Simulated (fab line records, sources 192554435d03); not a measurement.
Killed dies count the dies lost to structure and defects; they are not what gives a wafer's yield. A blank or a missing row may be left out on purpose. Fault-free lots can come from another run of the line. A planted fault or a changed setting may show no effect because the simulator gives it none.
Lot-split experiment || flow n5Finfet || on a route of 1938 steps: 7 lots, 21 wafers read

## SPLIT DETAILS
At N5_MOL_CONTACT_COAG_COAT_64 (time 60 s, resist thk 10 nm), the setting spinRpm was moved away from the recipe's 1500 rpm on 6 of the 21 wafers read, by -10.2% to +7.5%. All remaining wafers had this setting at the recipe value.

## FROM THE SPLIT TO THE READING: what the file shows between them, 4 steps
- N5_MOL_CONTACT_COAG_COAT_34: resist thk 40 nm
- N5_MOL_CONTACT_COAG_EBR_36
- N5_MOL_CONTACT_COAG_DESCUM_45: chemistry O2, time 7 s
- N5_MOL_CONTACT_COAG_ETCH_65: etches underlayer in N2/H2, target depth 13 nm, time 10.4 s

## THE READING
CAR-EUV_of_MOL_CONTACT_COAG_COAT_34.thkNm (the simulator's own value, which no gauge read), in nm, at N5_MOL_CONTACT_COAG_ETCH_66 (etches SiARC in CF4, target depth 13 nm, time 21.7 s). No usual value for it is given in the file. Across the 15 wafers here that went through the recipe, the average is 17.0 nm and the standard deviation 0.13 nm.

{"wafer": "L080.2", "tool, chamber at the split": "lithoTrack-01, 0", "spinRpm as run, rpm": 1500, "against the recipe": "recipe", "CAR-EUV_of_MOL_CONTACT_COAG_COAT_34.thkNm, nm": 17, "against lot-mates on the recipe": "-"}
{"wafer": "L080.4", "tool, chamber at the split": "lithoTrack-01, 0", "spinRpm as run, rpm": 1500, "against the recipe": "recipe", "CAR-EUV_of_MOL_CONTACT_COAG_COAT_34.thkNm, nm": 17, "against lot-mates on the recipe": "-"}
{"wafer": "L080.6", "tool, chamber at the split": "lithoTrack-01, 0", "spinRpm as run, rpm": 1500, "against the recipe": "recipe", "CAR-EUV_of_MOL_CONTACT_COAG_COAT_34.thkNm, nm": 16.8, "against lot-mates on the recipe": "-"}
{"wafer": "L081.1", "tool, chamber at the split": "lithoTrack-02, 0", "spinRpm as run, rpm": 1613, "against the recipe": "+7.5%", "CAR-EUV_of_MOL_CONTACT_COAG_COAT_34.thkNm, nm": 17.4, "against lot-mates on the recipe": "+0.2"}
{"wafer": "L081.3", "tool, chamber at the split": "lithoTrack-02, 0", "spinRpm as run, rpm": 1613, "against the recipe": "+7.5%", "CAR-EUV_of_MOL_CONTACT_COAG_COAT_34.thkNm, nm": 17.2, "against lot-mates on the recipe": "+0.0"}
{"wafer": "L081.4", "tool, chamber at the split": "lithoTrack-02, 0", "spinRpm as run, rpm": 1500, "against the recipe": "recipe", "CAR-EUV_of_MOL_CONTACT_COAG_COAT_34.thkNm, nm": 17.2, "against lot-mates on the recipe": "-"}
{"wafer": "L082.2", "tool, chamber at the split": "lithoTrack-04, 0", "spinRpm as run, rpm": 1500, "against the recipe": "recipe", "CAR-EUV_of_MOL_CONTACT_COAG_COAT_34.thkNm, nm": 16.8, "against lot-mates on the recipe": "-"}
{"wafer": "L082.3", "tool, chamber at the split": "lithoTrack-04, 0", "spinRpm as run, rpm": 1453, "against the recipe": "-3.1%", "CAR-EUV_of_MOL_CONTACT_COAG_COAT_34.thkNm, nm": 16.8, "against lot-mates on the recipe": "+0.0"}
{"wafer": "L082.5", "tool, chamber at the split": "lithoTrack-04, 0", "spinRpm as run, rpm": 1453, "against the recipe": "-3.1%", "CAR-EUV_of_MOL_CONTACT_COAG_COAT_34.thkNm, nm": 16.6, "against lot-mates on the recipe": -0.2}
{"wafer": "L088.1", "tool, chamber at the split": "lithoTrack-04, 0", "spinRpm as run, rpm": 1500, "against the recipe": "recipe", "CAR-EUV_of_MOL_CONTACT_COAG_COAT_34.thkNm, nm": 17, "against lot-mates on the recipe": "-"}
{"wafer": "L088.3", "tool, chamber at the split": "lithoTrack-04, 0", "spinRpm as run, rpm": 1500, "against the recipe": "recipe", "CAR-EUV_of_MOL_CONTACT_COAG_COAT_34.thkNm, nm": 17, "against lot-mates on the recipe": "-"}
{"wafer": "L088.5", "tool, chamber at the split": "lithoTrack-04, 0", "spinRpm as run, rpm": 1500, "against the recipe": "recipe", "CAR-EUV_of_MOL_CONTACT_COAG_COAT_34.thkNm, nm": 17, "against lot-mates on the recipe": "-"}
{"wafer": "L091.2", "tool, chamber at the split": "lithoTrack-04, 0", "spinRpm as run, rpm": 1500, "against the recipe": "recipe", "CAR-EUV_of_MOL_CONTACT_COAG_COAT_34.thkNm, nm": 17.2, "against lot-mates on the recipe": "-"}
{"wafer": "L091.3", "tool, chamber at the split": "lithoTrack-04, 0", "spinRpm as run, rpm": 1500, "against the recipe": "recipe", "CAR-EUV_of_MOL_CONTACT_COAG_COAT_34.thkNm, nm": 17.2, "against lot-mates on the recipe": "-"}
{"wafer": "L091.4", "tool, chamber at the split": "lithoTrack-04, 0", "spinRpm as run, rpm": 1358, "against the recipe": "-9.5%", "CAR-EUV_of_MOL_CONTACT_COAG_COAT_34.thkNm, nm": 16.6, "against lot-mates on the recipe": -0.6}
{"wafer": "L094.1", "tool, chamber at the split": "lithoTrack-04, 0", "spinRpm as run, rpm": 1500, "against the recipe": "recipe", "CAR-EUV_of_MOL_CONTACT_COAG_COAT_34.thkNm, nm": 17, "against lot-mates on the recipe": "-"}
{"wafer": "L094.3", "tool, chamber at the split": "lithoTrack-04, 0", "spinRpm as run, rpm": 1500, "against the recipe": "recipe", "CAR-EUV_of_MOL_CONTACT_COAG_COAT_34.thkNm, nm": 17.2, "against lot-mates on the recipe": "-"}
{"wafer": "L094.5", "tool, chamber at the split": "lithoTrack-04, 0", "spinRpm as run, rpm": 1500, "against the recipe": "recipe", "CAR-EUV_of_MOL_CONTACT_COAG_COAT_34.thkNm, nm": 17.2, "against lot-mates on the recipe": "-"}
{"wafer": "L097.3", "tool, chamber at the split": "lithoTrack-02, 0", "spinRpm as run, rpm": 1500, "against the recipe": "recipe", "CAR-EUV_of_MOL_CONTACT_COAG_COAT_34.thkNm, nm": 17, "against lot-mates on the recipe": "-"}
{"wafer": "L097.6", "tool, chamber at the split": "lithoTrack-02, 0", "spinRpm as run, rpm": 1500, "against the recipe": "recipe", "CAR-EUV_of_MOL_CONTACT_COAG_COAT_34.thkNm, nm": 17, "against lot-mates on the recipe": "-"}
{"wafer": "L097.4", "tool, chamber at the split": "lithoTrack-02, 0", "spinRpm as run, rpm": 1347, "against the recipe": "-10.2%", "CAR-EUV_of_MOL_CONTACT_COAG_COAT_34.thkNm, nm": 16.2, "against lot-mates on the recipe": -0.8}

FIT RESULTS
A straight line over all 21 wafers: CAR-EUV_of_MOL_CONTACT_COAG_COAT_34.thkNm changes by +0.0562 nm for each +1% of spinRpm; r = +0.83; the points scatter about the line by 0.15 nm.
The same after taking each lot's own level away (the mean of its wafers on the recipe; 21 wafers): +0.0475 nm for each +1%; r = +0.83; scatter 0.13 nm.
On that fit, the largest move of spinRpm shifts the reading by 0.48 nm.
From 16.80 to 17.20 nm: that is the span of the lots' own levels, equal to 3.1 times the standard deviation above.
In other words, the slope is changed by the lot-to-lot level; the two fits disagree.
Check: -0.386 nm against its lot-mates is what the line predicts for one of the wafers moved furthest among these (-10.2%) when that wafer is left out of the fit. It came out at -0.8 nm against them.

## OTHER SPLITS ON THESE WAFERS
Note: prior to the reading, these wafers also went through further splits. Each is held against what the fit with the lots' levels taken away leaves over:
{"other split on the same wafers": "N5_MOL_CONTACT_COAG_COAT_58 spinRpm", "wafers away from the commonest value": 9, "r with CAR-EUV_of_MOL_CONTACT_COAG_COAT_34.thkNm (lot level and that fit taken away)": -0.07}

## THE WHOLE CHAIN: every reading that the file lists as answering this split, in the file's order
{"step": "N5_MOL_CONTACT_COAG_COAT_64", "what it does": "time 60 s, resist thk 10 nm", "reading": "underlayer_of_MOL_CONTACT_COAG_COAT_64.thkNm (the simulator's own value, which no gauge read)", "change (the file's fit)": "-0.0593 nm for each +1% of the setting", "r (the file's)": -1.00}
{"step": "N5_MOL_CONTACT_COAG_ETCH_65", "what it does": "etches underlayer in N2/H2, target depth 13 nm, time 10.4 s", "reading": "etch.depthNm (the simulator's own value, which no gauge read)", "change (the file's fit)": "-0.0516 nm for each +1% of the setting", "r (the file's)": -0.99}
{"step": "N5_MOL_CONTACT_COAG_ETCH_66", "what it does": "etches SiARC in CF4, target depth 13 nm, time 21.7 s", "reading": "CAR-EUV_of_MOL_CONTACT_COAG_COAT_34.thkNm (the simulator's own value, which no gauge read)", "change (the file's fit)": "+0.0573 nm for each +1% of the setting", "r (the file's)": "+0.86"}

## FILE'S OWN FIT
CAR-EUV_of_MOL_CONTACT_COAG_COAT_34.thkNm changes by +0.0573 nm for each +1% of spinRpm, r = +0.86.
